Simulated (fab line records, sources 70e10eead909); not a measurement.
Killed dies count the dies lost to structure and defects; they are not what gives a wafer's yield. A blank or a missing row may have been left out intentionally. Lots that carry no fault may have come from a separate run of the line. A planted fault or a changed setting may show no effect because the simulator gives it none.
Which of the tools did it? | flow nand-harc | 24 lots, 72 wafers sampled, at 6 steps of a route of 1302

== WHAT THE GAUGES SHOWED, per wafer ==
NHARC_A_M1_THK_MEAS_24: measures by xrf.
lot  | measured     | on            | thk-nm (nm)
L074 | day 23 12:08 | film-metro-01 | 154.1 155.7 152.9
L075 | day 23 13:16 | film-metro-01 | 153.3 155.2 154.9
L076 | day 23 20:22 | film-metro-02 | 153.8 154.0 155.3
L077 | day 23 21:26 | film-metro-01 | 153.9 152.2 156.9
L079 | day 24 17:49 | film-metro-02 | 152.9 153.6 153.7
L078 | day 24 19:49 | film-metro-02 | 157.0 156.2 155.4
L080 | day 25 09:10 | film-metro-01 | 154.9 155.8 154.7
L081 | day 25 12:20 | film-metro-02 | 156.0 155.4 153.2
L082 | day 26 21:26 | film-metro-02 | 154.5 152.3 154.9
L084 | day 26 22:46 | film-metro-01 | 154.1 155.0 152.8
L083 | day 27 03:13 | film-metro-02 | 156.7 155.2 154.8
L085 | day 27 12:22 | film-metro-01 | 151.6 156.3 153.3
L086 | day 28 08:48 | film-metro-01 | 154.7 155.8 155.4
L089 | day 28 14:31 | film-metro-01 | 154.6 155.5 153.2
L087 | day 28 17:08 | film-metro-01 | 151.7 154.3 156.6
L088 | day 29 06:34 | film-metro-01 | 155.1 153.6 154.3
L090 | day 29 08:35 | film-metro-02 | 156.2 153.2 153.3
L091 | day 30 12:26 | film-metro-02 | 155.0 154.2 154.3
L093 | day 30 16:08 | film-metro-01 | 155.8 154.7 153.5
L092 | day 30 17:08 | film-metro-01 | 152.9 152.1 150.7
L094 | day 31 04:02 | film-metro-01 | 156.6 158.9 156.0
L095 | day 32 01:29 | film-metro-01 | 153.9 156.6 154.2
L096 | day 32 08:24 | film-metro-02 | 155.4 156.4 154.0
L097 | day 32 18:32 | film-metro-02 | 156.1 154.6 155.5

NHARC_A_BONDPAD_THK_MEAS_30: measures by ellipsometry.
lot  | measured     | on            | thk-nm (nm)
L074 | day 23 13:49 | film-metro-02 | 199.9 201.6 197.8
L075 | day 23 14:48 | film-metro-01 | 203.4 200.2 202.8
L076 | day 23 21:53 | film-metro-01 | 199.8 201.2 201.6
L077 | day 23 22:56 | film-metro-01 | 200.1 198.9 199.2
L079 | day 24 19:22 | film-metro-02 | 199.8 197.4 200.2
L078 | day 24 21:19 | film-metro-01 | 199.8 200.0 202.6
L080 | day 25 11:04 | film-metro-01 | 199.7 201.4 200.5
L081 | day 25 13:50 | film-metro-01 | 201.9 199.2 200.8
L082 | day 26 22:56 | film-metro-02 | 199.0 199.7 200.2
L084 | day 27 00:16 | film-metro-01 | 198.8 199.4 199.6
L083 | day 27 04:46 | film-metro-02 | 201.0 199.4 201.2
L085 | day 27 13:56 | film-metro-01 | 201.0 197.8 198.9
L086 | day 28 10:19 | film-metro-02 | 200.9 202.3 200.4
L089 | day 28 16:01 | film-metro-02 | 200.1 199.8 201.1
L087 | day 28 18:38 | film-metro-02 | 199.2 201.9 201.3
L088 | day 29 08:05 | film-metro-01 | 203.7 196.9 203.6
L090 | day 29 10:07 | film-metro-02 | 201.2 200.4 197.9
L091 | day 30 14:08 | film-metro-02 | 201.9 202.4 199.6
L093 | day 30 17:40 | film-metro-01 | 201.3 200.1 198.7
L092 | day 30 18:40 | film-metro-01 | 199.9 201.2 201.8
L094 | day 31 05:34 | film-metro-02 | 201.0 199.8 199.5
L095 | day 32 03:10 | film-metro-02 | 202.3 199.0 199.9
L096 | day 32 09:55 | film-metro-02 | 201.1 202.5 198.0
L097 | day 32 20:13 | film-metro-01 | 200.8 200.8 197.9

NHARC_A_BONDPAD_CD_MEAS_13.
lot  | measured     | on        | cd-nm (nm)
L074 | day 23 14:56 | cd-sem-01 | 501.2 499.2 498.8
L075 | day 23 15:55 | cd-sem-01 | 497.0 499.8 497.8
L076 | day 23 22:59 | cd-sem-03 | 497.3 497.2 499.5
L077 | day 24 00:02 | cd-sem-03 | 496.3 496.9 498.4
L079 | day 24 20:20 | cd-sem-03 | 496.6 501.0 498.5
L078 | day 24 22:25 | cd-sem-02 | 500.6 500.2 493.3
L080 | day 25 12:11 | cd-sem-02 | 500.2 500.7 498.0
L081 | day 25 14:48 | cd-sem-01 | 495.1 495.0 496.0
L082 | day 27 00:02 | cd-sem-02 | 497.8 499.8 498.2
L084 | day 27 01:23 | cd-sem-02 | 497.8 494.9 498.8
L083 | day 27 06:20 | cd-sem-01 | 498.3 499.3 501.0
L085 | day 27 15:02 | cd-sem-02 | 501.1 500.7 500.0
L086 | day 28 11:16 | cd-sem-03 | 499.4 499.6 500.8
L089 | day 28 16:59 | cd-sem-02 | 499.3 498.4 498.9
L087 | day 28 19:37 | cd-sem-02 | 500.4 500.1 501.0
L088 | day 29 09:05 | cd-sem-02 | 501.1 500.4 502.3
L090 | day 29 11:12 | cd-sem-02 | 495.7 498.1 495.5
L091 | day 30 15:14 | cd-sem-01 | 500.1 498.8 498.3
L093 | day 30 18:46 | cd-sem-01 | 499.6 497.7 497.4
L092 | day 30 19:46 | cd-sem-01 | 500.1 498.6 499.9
L094 | day 31 06:40 | cd-sem-01 | 499.0 499.4 499.5
L095 | day 32 04:08 | cd-sem-02 | 499.5 500.1 497.5
L096 | day 32 10:55 | cd-sem-01 | 497.7 497.9 501.2
L097 | day 32 21:19 | cd-sem-02 | 498.8 500.0 502.4

NHARC_HYBRID_BOND_OVL_MEAS_05.
lot  | measured     | on         | overlay-x-nm (nm) | overlay-y-nm (nm)
L074 | day 24 06:01 | overlay-02 | -14 -18 42        | 23 23 -25
L075 | day 24 06:01 | overlay-01 | -1 -24 47         | 52 20 -17
L076 | day 24 10:58 | overlay-01 | -39 9 -43         | 29 -20 -7
L077 | day 24 10:58 | overlay-02 | -4 18 -65         | -26 19 0
L079 | day 25 13:11 | overlay-01 | -40 29 0          | 17 53 12
L078 | day 25 13:11 | overlay-02 | -5 14 -29         | 47 -29 -4
L080 | day 26 01:11 | overlay-02 | -41 -54 30        | 6 -7 -66
L081 | day 26 01:11 | overlay-01 | -9 -16 15         | -3 -6 -35
L082 | day 27 12:05 | overlay-01 | -23 25 15         | -42 76 -2
L084 | day 27 12:05 | overlay-02 | -10 1 -19         | 19 -64 -46
L083 | day 27 19:32 | overlay-02 | -40 -4 43         | -3 29 -24
L085 | day 28 03:42 | overlay-01 | 66 14 -5          | -33 9 -20
L086 | day 28 23:47 | overlay-02 | 47 -8 -32         | 24 -11 -21
L089 | day 29 05:55 | overlay-02 | -7 10 19          | -23 -8 -11
L087 | day 29 05:55 | overlay-01 | -35 -4 22         | 8 38 -41
L088 | day 29 23:02 | overlay-02 | 16 43 -54         | -60 -48 12
L090 | day 29 23:02 | overlay-01 | 37 13 -29         | -18 10 20
L091 | day 31 02:47 | overlay-01 | -14 9 -14         | -1 -15 41
L093 | day 31 06:31 | overlay-02 | -7 -38 3          | 13 7 15
L092 | day 31 06:31 | overlay-01 | -26 46 -23        | -29 20 56
L094 | day 31 19:56 | overlay-01 | 18 40 35          | 131 -14 -13
L095 | day 32 17:17 | overlay-02 | -32 17 -71        | 5 -13 66
L096 | day 32 22:59 | overlay-02 | 21 8 -45          | 52 -15 -8
L097 | day 33 10:43 | overlay-02 | 35 3 51           | 2 5 43

== EACH LOT AND THE TOOL THAT RAN IT (in order: tool; ch and the chambers of the sampled wafers; start) ==
lot  | NHARC_A_M0_ANNEAL_30             | NHARC_A_BONDPAD_PRE_CLEAN_26
L074 | rtp-anneal-02 ch 0, day 23 06:35 | pvd-sputter-03, day 24 06:01 or earlier
L075 | rtp-anneal-01 ch 0, day 23 08:28 | pvd-sputter-03, day 24 06:01 or earlier
L076 | rtp-anneal-01 ch 0, day 23 15:41 | pvd-sputter-02, day 24 10:58 or earlier
L077 | rtp-anneal-01 ch 0, day 23 16:48 | pvd-sputter-03, day 24 10:58 or earlier
L079 | rtp-anneal-01 ch 0, day 24 13:00 | pvd-sputter-01, day 25 13:11 or earlier
L078 | rtp-anneal-02 ch 0, day 24 15:00 | pvd-sputter-01, day 25 13:11 or earlier
L080 | rtp-anneal-01 ch 0, day 25 04:28 | pvd-sputter-02, day 26 01:11 or earlier
L081 | rtp-anneal-02 ch 0, day 25 07:31 | pvd-sputter-02, day 26 01:11 or earlier
L082 | rtp-anneal-01 ch 0, day 26 16:35 | pvd-sputter-01, day 27 12:05 or earlier
L084 | rtp-anneal-01 ch 0, day 26 18:02 | pvd-sputter-03, day 27 12:05 or earlier
L083 | rtp-anneal-01 ch 0, day 26 22:25 | pvd-sputter-02, day 27 19:32 or earlier
L085 | rtp-anneal-02 ch 0, day 27 07:40 | pvd-sputter-03, day 28 03:42 or earlier
L086 | rtp-anneal-01 ch 0, day 28 03:55 | pvd-sputter-03, day 28 23:47 or earlier
L089 | rtp-anneal-01 ch 0, day 28 09:50 | pvd-sputter-01, day 29 05:55 or earlier
L087 | rtp-anneal-01 ch 0, day 28 12:19 | pvd-sputter-03, day 29 05:55 or earlier
L088 | rtp-anneal-02 ch 0, day 29 01:52 | pvd-sputter-02, day 29 23:02 or earlier
L090 | rtp-anneal-02 ch 0, day 29 03:47 | pvd-sputter-01, day 29 23:02 or earlier
L091 | rtp-anneal-01 ch 0, day 30 07:40 | pvd-sputter-01, day 31 02:47 or earlier
L093 | rtp-anneal-01 ch 0, day 30 11:21 | pvd-sputter-01, day 31 06:31 or earlier
L092 | rtp-anneal-01 ch 0, day 30 12:20 | pvd-sputter-01, day 31 06:31 or earlier
L094 | rtp-anneal-02 ch 0, day 30 22:32 | pvd-sputter-01, day 31 19:56 or earlier
L095 | rtp-anneal-02 ch 0, day 31 20:38 | pvd-sputter-03, day 32 17:17 or earlier
L096 | rtp-anneal-01 ch 0, day 32 03:37 | pvd-sputter-01, day 32 22:59 or earlier
L097 | rtp-anneal-01 ch 0, day 32 13:46 | pvd-sputter-03, day 33 10:43 or earlier
- NHARC_A_M0_ANNEAL_30: time 90 s.
- NHARC_A_BONDPAD_PRE_CLEAN_26: time 30 s.

== WHAT THE TOOLS THEMSELVES READ (means of the sampled wafers that have a number; where no wafer has one, the mark that the record gives instead) ==
NHARC_A_M0_ANNEAL_30.
lot  | tool          | wafer_temp_C_max
L074 | rtp-anneal-02 | 226.00
L075 | rtp-anneal-01 | 225.64
L076 | rtp-anneal-01 | 225.74
L077 | rtp-anneal-01 | 225.77
L079 | rtp-anneal-01 | 225.77
L078 | rtp-anneal-02 | 226.16
L080 | rtp-anneal-01 | 225.51
L081 | rtp-anneal-02 | 226.16
L082 | rtp-anneal-01 | 225.78
L084 | rtp-anneal-01 | 225.52
L083 | rtp-anneal-01 | 225.61
L085 | rtp-anneal-02 | 226.21
L086 | rtp-anneal-01 | 225.95
L089 | rtp-anneal-01 | 225.48
L087 | rtp-anneal-01 | 225.75
L088 | rtp-anneal-02 | 226.03
L090 | rtp-anneal-02 | 225.98
L091 | rtp-anneal-01 | 225.73
L093 | rtp-anneal-01 | 225.58
L092 | rtp-anneal-01 | 225.77
L094 | rtp-anneal-02 | 225.83
L095 | rtp-anneal-02 | 225.75
L096 | rtp-anneal-01 | 225.52
L097 | rtp-anneal-01 | 225.83

NHARC_A_BONDPAD_PRE_CLEAN_26.
lot  | tool           | heater-power-w (W)
L074 | pvd-sputter-03 | 369
L075 | pvd-sputter-03 | 383
L076 | pvd-sputter-02 | 391
L077 | pvd-sputter-03 | 388
L079 | pvd-sputter-01 | 484
L078 | pvd-sputter-01 | 489
L080 | pvd-sputter-02 | 398
L081 | pvd-sputter-02 | 400
L082 | pvd-sputter-01 | 462
L084 | pvd-sputter-03 | 379
L083 | pvd-sputter-02 | 394
L085 | pvd-sputter-03 | 363
L086 | pvd-sputter-03 | 387
L089 | pvd-sputter-01 | 460
L087 | pvd-sputter-03 | 395
L088 | pvd-sputter-02 | 388
L090 | pvd-sputter-01 | 448
L091 | pvd-sputter-01 | 465
L093 | pvd-sputter-01 | 487
L092 | pvd-sputter-01 | 464
L094 | pvd-sputter-01 | 480
L095 | pvd-sputter-03 | 353
L096 | pvd-sputter-01 | 468
L097 | pvd-sputter-03 | 391

== THE ANSWER, worked out from the rows above alone ==
Rule: the lots themselves supply what counts as usual. The widest of any qualifying gaps counts: lots, ordered by their means at a reading, are off when they make up no more than a third of the lots, leave a main group of 4 or more, and stand apart from it by 3 or more times the standard deviation of that group's means. A main group whose means are all the same, to the digits that the tables above print for the reading, isn't used. Also off: a lot with no number at a reading for which 4 or more lots have one. The other lots that the step has rows for count as sound. The gauges are gone through in route order, then the tools' own readings, and for those a lot's mean is taken as printed above. The first step at which some lot is off is used, and at that step the reading that is off furthest; a lot without a number counts as furthest.
None of the lots is off at any reading shown; this tells nothing.

== WHAT THE SIMULATOR HAD PUT IN ==
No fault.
